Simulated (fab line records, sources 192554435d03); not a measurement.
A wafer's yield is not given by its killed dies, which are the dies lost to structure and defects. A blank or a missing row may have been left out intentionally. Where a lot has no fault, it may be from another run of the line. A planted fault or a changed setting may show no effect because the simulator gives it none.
What tool caused it?	flow n5 finfet	Sampling: 23 lots, 69 wafers, 6 of 1938 route steps

WHAT EACH GAUGE READ, for each wafer
N5_BEOL_M1_INSPECT_13: inspects for defects (brightfield).
lot	measured	on	raw defect count
L074	day 6 01:30	defect inspect-01	253 302 226
L075	day 6 15:49	defect inspect-01	454 551 490
L077	day 6 19:40	defect inspect-02	356 411 343
L076	day 6 22:37	defect inspect-01	565 236 402
L078	day 7 00:47	defect inspect-02	287 256 327
L079	day 7 06:13	defect inspect-01	309 436 465
L080	day 7 13:32	defect inspect-01	413 496 461
L081	day 8 09:01	defect inspect-01	551 379 325
L084	day 8 21:05	defect inspect-01	295 338 303
L083	day 8 23:27	defect inspect-02	422 397 517
L082	day 9 00:01	defect inspect-02	415 474 380
L085	day 9 05:23	defect inspect-01	525 375 333
L086	day 9 12:26	defect inspect-01	442 439 406
L087	day 9 17:01	defect inspect-02	327 370 309
L088	day 9 22:55	defect inspect-02	268 290 307
L089	day 10 02:51	defect inspect-01	446 365 409
L090	day 10 11:56	defect inspect-02	603 442 636
L092	day 10 22:11	defect inspect-02	340 393 406
L093	day 11 02:50	defect inspect-01	434 397 420
L094	day 11 10:26	defect inspect-01	335 297 372
L095	day 11 13:20	defect inspect-02	450 303 284
L096	day 11 19:30	defect inspect-01	406 315 381
L097	day 11 22:05	defect inspect-01	274 456 230

N5_BEOL_M1_INSPECT_30: inspects for defects (brightfield).
lot	measured	on	raw defect count
L074	day 6 02:22	defect inspect-01	269 302 233
L075	day 6 16:56	defect inspect-01	462 532 482
L077	day 6 20:32	defect inspect-01	400 433 349
L076	day 6 23:31	defect inspect-01	546 235 410
L078	day 7 02:07	defect inspect-02	267 262 344
L079	day 7 07:06	defect inspect-01	331 419 452
L080	day 7 14:31	defect inspect-01	434 478 495
L081	day 8 09:53	defect inspect-01	528 397 337
L084	day 8 22:11	defect inspect-01	278 331 296
L083	day 9 00:25	defect inspect-02	446 365 529
L082	day 9 01:02	defect inspect-02	402 508 408
L085	day 9 06:50	defect inspect-02	526 350 308
L086	day 9 13:25	defect inspect-01	488 422 420
L087	day 9 17:59	defect inspect-02	327 385 305
L088	day 9 23:47	defect inspect-02	283 283 293
L089	day 10 03:51	defect inspect-02	408 346 412
L090	day 10 12:56	defect inspect-01	654 484 626
L092	day 10 23:11	defect inspect-02	351 395 404
L093	day 11 03:42	defect inspect-01	415 399 425
L094	day 11 11:26	defect inspect-02	300 274 357
L095	day 11 14:12	defect inspect-02	493 310 283
L096	day 11 20:45	defect inspect-01	421 325 371
L097	day 11 23:07	defect inspect-01	274 414 240

WHICH TOOL RAN EACH LOT (tool, then ch and the chambers of the sampled wafers, then the start)
lot	N5_BEOL_M0_ETCH_128	N5_BEOL_M1_DESCUM_16	N5_BEOL_M1_HM_OPEN_17	N5_BEOL_M1_STRIP_19
L074	rie diel-04 ch 0,2,3, day 5 18:35	rie diel-02 ch 1,2, day 6 01:32	rie metal-02 ch 0,1, day 6 01:47	rie diel-06 ch 1,3, day 6 01:53
L075	rie diel-03 ch 1,2,3, day 6 07:47	rie diel-06 ch 0,1, day 6 15:51	rie metal-02 ch 0,1, day 6 16:08	rie diel-02 ch 2,3, day 6 16:17
L077	rie diel-03 ch 1,2, day 6 15:13	rie diel-02 ch 1,2, day 6 19:43	rie metal-02 ch 0,1, day 6 19:58	rie diel-05 ch 2,3, day 6 20:04
L076	rie diel-01 ch 0,2, day 6 15:13	rie diel-05 ch 1,2, day 6 22:40	rie metal-02 ch 0, day 6 22:54	rie diel-05 ch 0,1,2, day 6 23:02
L078	rie diel-04 ch 0,1,3, day 6 18:38	rie diel-02 ch 0,1,2, day 7 01:09	rie metal-02 ch 0,1, day 7 01:24	rie diel-06 ch 0,2,3, day 7 01:31
L079	rie diel-01 ch 1,2,3, day 6 23:44	rie diel-06 ch 0,2,3, day 7 06:16	rie metal-01 ch 0, day 7 06:31	rie diel-06 ch 0,3, day 7 06:37
L080	rie diel-04 ch 0,2,3, day 7 05:58	rie diel-06 ch 0,1,2, day 7 13:34	rie metal-02 ch 0,1, day 7 13:49	rie diel-05 ch 0,1, day 7 14:02
L081	rie diel-04 ch 0,1,2, day 8 03:31	rie diel-06 ch 1,2,3, day 8 09:03	rie metal-03 ch 0,1, day 8 09:18	rie diel-02 ch 0,2,3, day 8 09:25
L084	rie diel-04 ch 0,2,3, day 8 17:35	rie diel-06 ch 0,2, day 8 21:08	rie metal-03 ch 1, day 8 21:22	rie diel-05 ch 1,2, day 8 21:34
L083	rie diel-01 ch 0,3, day 8 19:59	rie diel-05 ch 0,1, day 8 23:29	rie metal-03 ch 1, day 8 23:44	rie diel-05 ch 0,1,2, day 8 23:56
L082	rie diel-03 ch 2,3, day 8 20:22	rie diel-06 ch 0,2,3, day 9 00:03	rie metal-03 ch 1, day 9 00:21	rie diel-02 ch 1,3, day 9 00:33
L085	rie diel-03 ch 0,2,3, day 9 02:05	rie diel-06 ch 1,2,3, day 9 05:53	rie metal-02 ch 1, day 9 06:07	rie diel-06 ch 0,1,3, day 9 06:14
L086	rie diel-03 ch 0,2,3, day 9 07:09	rie diel-05 ch 2,3, day 9 12:28	rie metal-03 ch 0,1, day 9 12:43	rie diel-02 ch 0,1, day 9 12:49
L087	rie diel-04 ch 1,3, day 9 12:46	rie diel-06 ch 0,1,2, day 9 17:04	rie metal-02 ch 0,1, day 9 17:19	rie diel-06 ch 1,2,3, day 9 17:31
L088	rie diel-04 ch 0,2, day 9 15:40	rie diel-05 ch 0,2, day 9 22:56	rie metal-02 ch 0,1, day 9 23:13	rie diel-02 ch 0,1,3, day 9 23:19
L089	rie diel-04 ch 0,1,3, day 9 22:01	rie diel-02 ch 0,1, day 10 02:53	rie metal-01 ch 0,1, day 10 03:08	rie diel-02 ch 0,1, day 10 03:14
L090	rie diel-03 ch 0,1,2, day 10 08:08	rie diel-02 ch 0,1,3, day 10 11:58	rie metal-03 ch 0,1, day 10 12:13	rie diel-02 ch 0,1,3, day 10 12:20
L092	rie diel-04 ch 0,1,3, day 10 16:46	rie diel-06 ch 0,2,3, day 10 22:13	rie metal-03 ch 0,1, day 10 22:28	rie diel-06 ch 1,2, day 10 22:35
L093	rie diel-03 ch 2,3, day 10 21:22	rie diel-05 ch 1,3, day 11 02:52	rie metal-03 ch 0,1, day 11 03:07	rie diel-02 ch 0,2, day 11 03:13
L094	rie diel-01 ch 0,2,3, day 11 02:11	rie diel-05 ch 0,2,3, day 11 10:29	rie metal-03 ch 0, day 11 10:43	rie diel-05 ch 0,1,3, day 11 10:50
L095	rie diel-04 ch 1,2, day 11 07:12	rie diel-02 ch 2,3, day 11 13:22	rie metal-03 ch 0,1, day 11 13:37	rie diel-06 ch 0,2,3, day 11 13:43
L096	rie diel-03 ch 1,2,3, day 11 14:49	rie diel-05 ch 0,2,3, day 11 19:47	rie metal-02 ch 0,1, day 11 20:02	rie diel-06 ch 0,2, day 11 20:09
L097	rie diel-04 ch 2,3, day 11 18:34	rie diel-06 ch 0,1,3, day 11 22:10	rie metal-03 ch 0,1, day 11 22:25	rie diel-05 ch 1,2,3, day 11 22:31
- N5_BEOL_M0_ETCH_128: etches SiCN in CF4/N2, target depth 12 nm, overetch 5.1 nm, time 21.4 s.
- N5_BEOL_M1_DESCUM_16: chemistry O2, time 7 s.
- N5_BEOL_M1_HM_OPEN_17: chemistry Cl2/BCl3, target TiN, target depth 20 nm, overetch 6 nm.
- N5_BEOL_M1_STRIP_19: strips in O2.

AS READ BY THE TOOLS THEMSELVES (means over the sampled wafers that have a number; for cases with no such wafer, the mark the record gives instead)
N5_BEOL_M0_ETCH_128.
lot	tool	drypump motor current A (A)	oes product au (a.u.)	rf vpp V (V)	showerhead plenum p Torr (Torr)	throttle valve pct (%)
L074	rie diel-04	5.5	0.49	381.1	2.19	15.56
L075	rie diel-03	6.0	0.50	381.1	2.19	15.62
L077	rie diel-03	5.9	0.49	381.9	2.19	15.65
L076	rie diel-01	6.3	0.60	384.7	2.31	15.38
L078	rie diel-04	5.7	0.51	383.3	2.22	15.56
L079	rie diel-01	6.2	0.55	382.6	2.22	15.47
L080	rie diel-04	5.5	0.49	381.4	2.19	15.58
L081	rie diel-04	5.4	0.50	382.9	2.22	15.62
L084	rie diel-04	5.5	0.55	382.5	2.18	15.43
L083	rie diel-01	6.2	0.59	384.5	2.27	15.47
L082	rie diel-03	6.0	0.49	381.5	2.18	15.59
L085	rie diel-03	5.8	0.48	382.8	2.21	15.56
L086	rie diel-03	5.8	0.48	382.4	2.21	15.58
L087	rie diel-04	5.8	0.57	383.3	2.25	15.49
L088	rie diel-04	5.2	0.50	381.8	2.19	15.66
L089	rie diel-04	5.7	0.54	382.6	2.21	15.44
L090	rie diel-03	5.8	0.52	381.5	2.21	15.49
L092	rie diel-04	5.7	0.54	381.5	2.21	15.44
L093	rie diel-03	5.9	0.55	382.5	2.18	15.48
L094	rie diel-01	6.1	0.55	383.3	2.25	15.46
L095	rie diel-04	5.5	0.51	383.8	2.25	15.74
L096	rie diel-03	6.0	0.59	381.7	2.17	15.37
L097	rie diel-04	5.7	0.57	381.6	2.17	15.37

N5_BEOL_M1_DESCUM_16.
lot	tool	drypump motor current A (A)	o2 flow sccm (sccm)	oes product au (a.u.)	rf vpp V (V)	showerhead plenum p Torr (Torr)	throttle valve pct (%)
L074	rie diel-02	5.4	225.5	0.77	243.8	2.14	20.43
L075	rie diel-06	5.6	224.4	0.79	242.1	2.03	20.22
L077	rie diel-02	5.4	224.9	0.77	244.4	2.14	20.44
L076	rie diel-05	5.7	225.2	0.75	243.7	2.15	20.63
L078	rie diel-02	5.3	225.4	0.85	244.0	2.14	20.45
L079	rie diel-06	6.3	225.4	0.84	243.1	2.08	20.32
L080	rie diel-06	5.9	225.0	0.80	243.0	2.07	20.28
L081	rie diel-06	6.2	225.3	0.78	243.0	2.04	20.44
L084	rie diel-06	6.0	224.9	0.83	243.4	2.11	20.20
L083	rie diel-05	5.8	225.6	0.90	244.5	2.10	20.25
L082	rie diel-06	6.3	225.4	0.82	243.6	2.08	20.34
L085	rie diel-06	6.2	224.6	0.78	241.6	2.04	20.45
L086	rie diel-05	5.5	225.5	0.81	243.7	2.13	20.61
L087	rie diel-06	5.9	225.3	0.78	243.1	2.07	20.30
L088	rie diel-05	5.5	225.2	0.80	243.0	2.07	20.54
L089	rie diel-02	5.3	224.9	0.84	244.2	2.20	20.57
L090	rie diel-02	5.7	224.9	0.84	244.9	2.18	20.44
L092	rie diel-06	6.3	225.4	0.80	243.1	2.07	20.36
L093	rie diel-05	5.8	224.9	0.86	244.8	2.21	20.45
L094	rie diel-05	5.6	225.4	0.85	244.3	2.12	20.40
L095	rie diel-02	5.6	224.9	0.83	243.1	2.07	20.31
L096	rie diel-05	5.6	225.0	0.85	243.1	2.12	20.41
L097	rie diel-06	5.9	225.3	0.78	242.4	2.04	20.32

N5_BEOL_M1_HM_OPEN_17.
lot	tool	drypump motor current A (A)	oes product au (a.u.)	throttle valve pct (%)
L074	rie metal-02	5.9	0.65	22.14
L075	rie metal-02	6.1	0.71	22.05
L077	rie metal-02	6.0	0.71	22.06
L076	rie metal-02	5.7	0.60	22.24
L078	rie metal-02	5.9	0.65	22.14
L079	rie metal-01	5.4	0.60	22.18
L080	rie metal-02	6.1	0.70	22.07
L081	rie metal-03	6.1	0.77	21.94
L084	rie metal-03	5.9	0.78	21.92
L083	rie metal-03	5.9	0.79	21.90
L082	rie metal-03	5.9	0.77	21.91
L085	rie metal-02	6.3	0.74	21.99
L086	rie metal-03	6.3	0.73	21.98
L087	rie metal-02	6.1	0.68	22.07
L088	rie metal-02	5.9	0.63	22.18
L089	rie metal-01	5.3	0.54	22.07
L090	rie metal-03	6.1	0.74	21.96
L092	rie metal-03	6.3	0.72	21.96
L093	rie metal-03	6.3	0.72	21.97
L094	rie metal-03	6.5	0.69	22.00
L095	rie metal-03	6.3	0.72	21.99
L096	rie metal-02	5.9	0.62	22.18
L097	rie metal-03	6.2	0.73	21.96

N5_BEOL_M1_STRIP_19.
lot	tool	drypump motor current A (A)	o2 flow sccm (sccm)	oes product au (a.u.)	rf vpp V (V)	showerhead plenum p Torr (Torr)	throttle valve pct (%)
L074	rie diel-06	5.9	225.3	0.79	4.1	2.02	16.60
L075	rie diel-02	6.1	225.0	0.72	4.0	2.12	16.73
L077	rie diel-05	5.5	224.5	0.73	3.7	2.05	16.96
L076	rie diel-05	5.6	224.2	0.73	3.7	2.11	16.83
L078	rie diel-06	6.3	224.2	0.84	3.8	2.09	16.56
L079	rie diel-06	6.0	225.7	0.86	3.9	2.10	16.40
L080	rie diel-05	5.7	225.3	0.71	3.3	2.11	16.75
L081	rie diel-02	5.6	224.6	0.90	3.8	2.14	16.56
L084	rie diel-05	5.7	225.5	0.74	3.6	2.15	16.89
L083	rie diel-05	5.6	225.1	0.82	3.5	2.11	16.70
L082	rie diel-02	6.2	224.8	0.88	3.8	2.17	16.52
L085	rie diel-06	5.9	225.5	0.81	3.4	2.05	16.53
L086	rie diel-02	5.3	225.4	0.86	3.6	2.21	16.78
L087	rie diel-06	6.2	225.1	0.77	3.6	2.04	16.71
L088	rie diel-02	5.8	225.4	0.85	3.5	2.18	16.66
L089	rie diel-02	5.2	225.1	0.85	4.1	2.21	16.77
L090	rie diel-02	5.8	224.9	0.84	3.5	2.18	16.67
L092	rie diel-06	6.2	225.2	0.75	3.8	2.06	16.74
L093	rie diel-02	5.1	224.1	0.85	3.8	2.15	16.72
L094	rie diel-05	5.7	224.4	0.86	4.1	2.16	16.57
L095	rie diel-06	6.3	225.1	0.80	3.3	2.08	16.62
L096	rie diel-06	6.0	225.4	0.80	3.3	2.11	16.48
L097	rie diel-05	5.6	224.5	0.78	3.7	2.16	16.82

THE ANSWER, worked out from the rows above alone
Rule: what is usual is taken from the lots themselves. Put in order of their means at a reading, lots are off if they are a third of the lots or fewer, leave a main group of 4 or more, and stand apart from it by a gap of 3 or more times the standard deviation of the main group's means; of several such gaps the widest counts. A main group is skipped when, at the precision printed for the reading in the tables above, its means are all equal. Also off: a lot with no number at a reading for which 4 or more lots have one. The other lots that the step has rows for count as sound. Order of review: gauges by route order, followed by the tools' own readings, for which a lot's mean as printed above is used. At the first step where some lot is off, the reading lying furthest off is the one used; lots without a number count as furthest.
None of the lots is off at any reading shown; this tells nothing.

WHAT THE SIMULATOR HAD PUT IN
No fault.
